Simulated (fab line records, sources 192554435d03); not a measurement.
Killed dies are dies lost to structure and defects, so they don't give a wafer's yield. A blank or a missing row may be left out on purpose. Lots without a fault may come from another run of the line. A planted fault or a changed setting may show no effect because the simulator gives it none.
Split-lot experiment | flow n5_finfet | 7 lots, 21 wafers read, on a route of 1938 steps

THE SPLIT
At N5_WELL_APT_COAT_02 (resist thk 950 nm), the setting spin_rpm was moved away from the recipe's 1357 rpm on 8 of the 21 wafers read, by -9.9% to +8.7%. The other wafers ran this setting at the recipe's value.

The reading is taken at the split's own step.

THE READING
coat_of_WELL_APT_COAT_02.thk_nm (the simulator's own value, which no gauge read), in nm, at N5_WELL_APT_COAT_02 (resist thk 950 nm). The file gives no usual value for it. The 13 wafers here that ran the recipe average 952.7 nm, standard deviation 2.5 nm.

wafer  | tool, chamber at the split | spin_rpm as run, rpm | against the recipe | coat_of_WELL_APT_COAT_02.thk_nm, nm | against lot-mates on the recipe
L074.4 | litho_track-03, 0          | 1357                 | recipe             | 950                                 | -
L074.5 | litho_track-03, 0          | 1475                 | +8.7%              | 912.9                               | -36.4
L074.6 | litho_track-03, 0          | 1357                 | recipe             | 948.6                               | -
L075.2 | litho_track-04, 0          | 1357                 | recipe             | 952.4                               | -
L075.3 | litho_track-04, 0          | 1357                 | recipe             | 952.2                               | -
L075.6 | litho_track-04, 0          | 1253                 | -7.7%              | 993.5                               | +41.2
L076.3 | litho_track-01, 0          | 1357                 | recipe             | 949.6                               | -
L076.5 | litho_track-01, 0          | 1222                 | -9.9%              | 1004                                | +54.4
L076.6 | litho_track-01, 0          | 1222                 | -9.9%              | 1003                                | +53.4
L080.1 | litho_track-01, 0          | 1456                 | +7.3%              | 913.7                               | -40.3
L080.5 | litho_track-01, 0          | 1357                 | recipe             | 954                                 | -
L080.6 | litho_track-01, 0          | 1456                 | +7.3%              | 920.1                               | -33.9
L085.3 | litho_track-01, 0          | 1357                 | recipe             | 954.6                               | -
L085.4 | litho_track-01, 0          | 1357                 | recipe             | 950.3                               | -
L085.5 | litho_track-01, 0          | 1357                 | recipe             | 954.7                               | -
L086.1 | litho_track-01, 0          | 1357                 | recipe             | 954                                 | -
L086.2 | litho_track-01, 0          | 1357                 | recipe             | 951.9                               | -
L086.5 | litho_track-01, 0          | 1357                 | recipe             | 956.4                               | -
L097.3 | litho_track-04, 0          | 1312                 | -3.3%              | 971.1                               | +14.7
L097.5 | litho_track-04, 0          | 1312                 | -3.3%              | 970.6                               | +14.2
L097.6 | litho_track-04, 0          | 1357                 | recipe             | 956.4                               | -

THE FIT
A straight line over all 21 wafers: coat_of_WELL_APT_COAT_02.thk_nm changes by -5 nm for each +1% of spin_rpm; r = -0.99; the points scatter about the line by 2.5 nm.
The same after taking each lot's own level away (the mean of its wafers on the recipe; 21 wafers): -5.07 nm for each +1%; r = -0.99; scatter 2.7 nm.
On that fit, the largest move of spin_rpm shifts the reading by 50 nm.
The lots' own levels span 949.30 to 956.40 nm, that is 2.9 times the standard deviation above.
So the lot-to-lot level changes the slope little: the two slopes agree.
Check: with one of the wafers moved furthest among these (-9.9%) left out of the fit, the line predicts +49.9 nm for it against its lot-mates. It came out at +54.4 nm against them.

OTHER SPLITS ON THESE WAFERS
These wafers also went through other splits before the reading. Each is held against what the fit with the lots' levels taken away leaves over:
other split on the same wafers  | wafers away from the commonest value | r with coat_of_WELL_APT_COAT_02.thk_nm (lot level and that fit taken away)
N5_ZERO_LAYER_EXPOSE_08 dose_mj | 2                                    | -0.23

THE FILE'S OWN FIT
coat_of_WELL_APT_COAT_02.thk_nm changes by -4.99 nm for each +1% of spin_rpm, r = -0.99.
